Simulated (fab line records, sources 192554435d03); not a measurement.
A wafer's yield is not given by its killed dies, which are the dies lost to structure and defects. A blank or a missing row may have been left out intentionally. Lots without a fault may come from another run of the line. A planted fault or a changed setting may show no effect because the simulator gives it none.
Split-lot experiment	flow n5Finfet	route with 1938 steps; 7 lots, 21 wafers read

== ABOUT THE SPLIT ==
At N5_BEOL_M9_PECVD_70 (deposits SiO2 from TEOS/O2, target thk 20 nm, time 22.7 s), the setting tempC was moved away from the recipe's 400 C on 6 of the 21 wafers read, by -4.3% to +3.8%. This setting was run at the recipe's value on the other wafers.

== FROM THE SPLIT TO THE READING: what the file shows between them, 3 steps ==
- N5_BEOL_M9_HM_DEP_02: deposits TiN, target thk 20 nm
- N5_BEOL_M9_COAT_59: time 60 s, resist thk 100 nm
- N5_BEOL_M9_STRIP_80: strips in N2/H2, time 10 s

== THE READING ==
SiO2_of_BEOL_M9_PECVD_70.thkNm (the simulator's own value, which no gauge read), in nm, at N5_BEOL_M9_HM_STRIP_39 (strips TiN in peroxide tin strip, target depth 25 nm, time 158 s). The file does not state a usual value for it. Here, 15 wafers ran the recipe; their average is 20.0 nm with a standard deviation of 0.29 nm.

wafer	tool, chamber at the split	tempC as run, C	against the recipe	SiO2_of_BEOL_M9_PECVD_70.thkNm, nm	against lot-mates on the recipe
L074.2	pecvd-01, 1	400	recipe	20.4	-
L074.4	pecvd-01, 1	410.9	+2.7%	19.2	-1.2
L074.6	pecvd-01, 2	410.9	+2.7%	19	-1.4
L075.3	pecvd-03, 1	415.4	+3.8%	17.6	-2.4
L075.5	pecvd-03, 2	400	recipe	20.2	-
L075.6	pecvd-03, 0	400	recipe	19.8	-
L080.1	pecvd-03, 2	400	recipe	19.6	-
L080.2	pecvd-03, 0	400	recipe	19.4	-
L080.4	pecvd-03, 1	400	recipe	20	-
L084.3	pecvd-02, 1	400	recipe	19.8	-
L084.4	pecvd-02, 0	400	recipe	20.2	-
L084.5	pecvd-02, 0	400	recipe	20.2	-
L088.2	pecvd-02, 2	400	recipe	20	-
L088.4	pecvd-02, 0	400	recipe	20.2	-
L088.6	pecvd-02, 1	400	recipe	20.4	-
L091.3	pecvd-02, 0	400	recipe	19.6	-
L091.5	pecvd-02, 2,1	382.6	-4.3%	22.4	+2.8
L091.6	pecvd-02, 2,1	382.6	-4.3%	22.4	+2.8
L082.1	pecvd-02, 2	400	recipe	19.8	-
L082.3	pecvd-02, 1	400	recipe	19.8	-
L082.6	pecvd-02, 1	406.6	+1.6%	19.2	-0.6
If several chambers appear in one row, that row covers several wafers at once and the file leaves open which wafer was in which chamber.

FIT RESULTS
A straight line over all 21 wafers: SiO2_of_BEOL_M9_PECVD_70.thkNm changes by -0.518 nm for each +1% of tempC; r = -0.95; the points scatter about the line by 0.33 nm.
The same after taking each lot's own level away (the mean of its wafers on the recipe; 21 wafers): -0.595 nm for each +1%; r = -0.98; scatter 0.21 nm.
Per that fit: largest tempC move, reading shift of 2.6 nm.
The span of the lots' own levels, 19.60 to 20.40 nm, comes to 2.7 times the standard deviation stated above.
So the lot-to-lot level changes the slope: the two fits differ.
Check: for one of the wafers moved furthest among these (-4.3%), held out of the fit, the line's prediction against its lot-mates is +2.58 nm. Against them it came out at +2.8 nm.

== THE OTHER SPLITS THESE WAFERS WENT THROUGH ==
Before the reading, these wafers also passed through other splits. Each is held against what the fit with the lots' levels taken away leaves over:
other split on the same wafers	wafers away from the commonest value	r with SiO2_of_BEOL_M9_PECVD_70.thkNm (lot level and that fit taken away)
N5_BEOL_M4_COAT_76 spinRpm	5	+0.10
N5_BEOL_M4_EXPOSE_25 doseMj	5	-0.14
N5_BEOL_M5_SPUTTER_88 timeS	4	+0.61
N5_BEOL_M6_TRENCH_ETCH_37 sourceW	4	+0.11
N5_BEOL_M7_ETCH_61 sourceW	6	-0.18
N5_BEOL_M8_ETCH_65 sourceW	8	+0.21
N5_BEOL_M8_VIA_ETCH_34 biasW	6	-0.07

== THE WHOLE CHAIN: every reading that the file lists as answering this split, in the file's order ==
step	what it does	reading	change (the file's fit)	r (the file's)
N5_BEOL_M9_PECVD_70	deposits SiO2 from TEOS/O2, target thk 20 nm, time 22.7 s	SiO2_of_BEOL_M9_PECVD_70.thkNm (the simulator's own value, which no gauge read)	-0.6 nm for each +1% of the setting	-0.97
N5_BEOL_M9_HM_STRIP_39	strips TiN in peroxide tin strip, target depth 25 nm, time 158 s	SiO2_of_BEOL_M9_PECVD_70.thkNm (the simulator's own value, which no gauge read)	-0.591 nm for each +1% of the setting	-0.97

== FILE'S OWN FIT ==
SiO2_of_BEOL_M9_PECVD_70.thkNm changes by -0.591 nm for each +1% of tempC, r = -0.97.
